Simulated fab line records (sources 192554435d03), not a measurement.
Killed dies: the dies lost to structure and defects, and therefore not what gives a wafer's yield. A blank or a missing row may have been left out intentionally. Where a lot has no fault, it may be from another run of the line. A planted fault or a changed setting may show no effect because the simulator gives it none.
Chamber matching || flow n5_finfet || N5_BEOL_M0_STRIP_140 on rie_diel-06: 4 sister chambers
The step strips in CF4. 16 wafers are shown with their chamber, then 8 later ones without.

WAFERS PAIRED WITH THEIR CHAMBERS
{"wafer": "L074.2", "chamber": 2, "drypump_motor_current_A (A)": 5.6, "showerhead_plenum_p_Torr (Torr)": 1.73, "oes_product_au (a.u.)": 0.77}
{"wafer": "L074.3", "chamber": 1, "drypump_motor_current_A (A)": 6.4, "showerhead_plenum_p_Torr (Torr)": 1.90, "oes_product_au (a.u.)": 0.87}
{"wafer": "L074.4", "chamber": 2, "drypump_motor_current_A (A)": 5.6, "showerhead_plenum_p_Torr (Torr)": 1.73, "oes_product_au (a.u.)": 0.78}
{"wafer": "L081.3", "chamber": 1, "drypump_motor_current_A (A)": 6.5, "showerhead_plenum_p_Torr (Torr)": 1.89, "oes_product_au (a.u.)": 0.86}
{"wafer": "L081.5", "chamber": 0, "drypump_motor_current_A (A)": 5.9, "showerhead_plenum_p_Torr (Torr)": 1.79, "oes_product_au (a.u.)": 0.73}
{"wafer": "L081.6", "chamber": 1, "drypump_motor_current_A (A)": 6.5, "showerhead_plenum_p_Torr (Torr)": 1.90, "oes_product_au (a.u.)": 0.85}
{"wafer": "L084.1", "chamber": 3, "drypump_motor_current_A (A)": 6.6, "showerhead_plenum_p_Torr (Torr)": 1.70, "oes_product_au (a.u.)": 0.68}
{"wafer": "L084.2", "chamber": 2, "drypump_motor_current_A (A)": 5.6, "showerhead_plenum_p_Torr (Torr)": 1.72, "oes_product_au (a.u.)": 0.75}
{"wafer": "L084.6", "chamber": 0, "drypump_motor_current_A (A)": 5.9, "showerhead_plenum_p_Torr (Torr)": 1.79, "oes_product_au (a.u.)": 0.73}
{"wafer": "L087.1", "chamber": 0, "drypump_motor_current_A (A)": 5.9, "showerhead_plenum_p_Torr (Torr)": 1.79, "oes_product_au (a.u.)": 0.72}
{"wafer": "L087.2", "chamber": 2, "drypump_motor_current_A (A)": 5.6, "showerhead_plenum_p_Torr (Torr)": 1.72, "oes_product_au (a.u.)": 0.75}
{"wafer": "L087.3", "chamber": 3, "drypump_motor_current_A (A)": 6.6, "showerhead_plenum_p_Torr (Torr)": 1.70, "oes_product_au (a.u.)": 0.67}
{"wafer": "L089.1", "chamber": 0, "drypump_motor_current_A (A)": 5.9, "showerhead_plenum_p_Torr (Torr)": 1.79, "oes_product_au (a.u.)": 0.72}
{"wafer": "L089.4", "chamber": 2, "drypump_motor_current_A (A)": 5.6, "showerhead_plenum_p_Torr (Torr)": 1.72, "oes_product_au (a.u.)": 0.75}
{"wafer": "L089.6", "chamber": 3, "drypump_motor_current_A (A)": 6.6, "showerhead_plenum_p_Torr (Torr)": 1.70, "oes_product_au (a.u.)": 0.68}
{"wafer": "L091.1", "chamber": 2, "drypump_motor_current_A (A)": 5.6, "showerhead_plenum_p_Torr (Torr)": 1.72, "oes_product_au (a.u.)": 0.74}

SIGNATURES, as means of the wafers listed above
{"reading": "drypump_motor_current_A", "chamber 0": 5.900, "chamber 1": 6.467, "chamber 2": 5.600, "chamber 3": 6.600, "scatter within a chamber": 0.0236}
{"reading": "showerhead_plenum_p_Torr", "chamber 0": 1.7900, "chamber 1": 1.8967, "chamber 2": 1.7233, "chamber 3": 1.7000, "scatter within a chamber": 0.00408}
{"reading": "oes_product_au", "chamber 0": 0.7250, "chamber 1": 0.8600, "chamber 2": 0.7567, "chamber 3": 0.6767, "scatter within a chamber": 0.0112}
Rule: for each reading, subtract the chamber's mean from the wafer's reading, divide by that reading's scatter and square the result; add these up over the readings and take the root, which gives the wafer's distance from the chamber. The wafer belongs to the nearest chamber; if the next one is less than 2 further off, it can't be placed. The scatter is the square root of a quotient: the sum, over the shown wafers, of each reading's squared deviation from its chamber's mean, divided by wafers minus chambers.

WAFERS MISSING THEIR CHAMBER
{"wafer": "L091.2", "drypump_motor_current_A (A)": 5.9, "showerhead_plenum_p_Torr (Torr)": 1.79, "oes_product_au (a.u.)": 0.71}
{"wafer": "L091.3", "drypump_motor_current_A (A)": 6.4, "showerhead_plenum_p_Torr (Torr)": 1.89, "oes_product_au (a.u.)": 0.85}
{"wafer": "L095.2", "drypump_motor_current_A (A)": 5.9, "showerhead_plenum_p_Torr (Torr)": 1.79, "oes_product_au (a.u.)": 0.71}
{"wafer": "L095.4", "drypump_motor_current_A (A)": 5.6, "showerhead_plenum_p_Torr (Torr)": 1.72, "oes_product_au (a.u.)": 0.73}
{"wafer": "L095.5", "drypump_motor_current_A (A)": 5.9, "showerhead_plenum_p_Torr (Torr)": 1.78, "oes_product_au (a.u.)": 0.71}
{"wafer": "L096.1", "drypump_motor_current_A (A)": 6.6, "showerhead_plenum_p_Torr (Torr)": 1.90, "oes_product_au (a.u.)": 0.99}
{"wafer": "L096.3", "drypump_motor_current_A (A)": 5.9, "showerhead_plenum_p_Torr (Torr)": 1.78, "oes_product_au (a.u.)": 0.70}
{"wafer": "L096.6", "drypump_motor_current_A (A)": 5.9, "showerhead_plenum_p_Torr (Torr)": 1.78, "oes_product_au (a.u.)": 0.71}

CHAMBER TAKEN BY EACH
{"wafer": "L091.2", "from the rows above": 0, "in truth": 0}
{"wafer": "L091.3", "from the rows above": 1, "in truth": 1}
{"wafer": "L095.2", "from the rows above": 0, "in truth": 0}
{"wafer": "L095.4", "from the rows above": 2, "in truth": 2}
{"wafer": "L095.5", "from the rows above": 0, "in truth": 0}
{"wafer": "L096.1", "from the rows above": 1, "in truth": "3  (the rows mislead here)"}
{"wafer": "L096.3", "from the rows above": 0, "in truth": 0}
{"wafer": "L096.6", "from the rows above": 0, "in truth": 0}
7 of 8 placed correctly. Number that these rows cannot place: 0. Wrongly placed: 1.
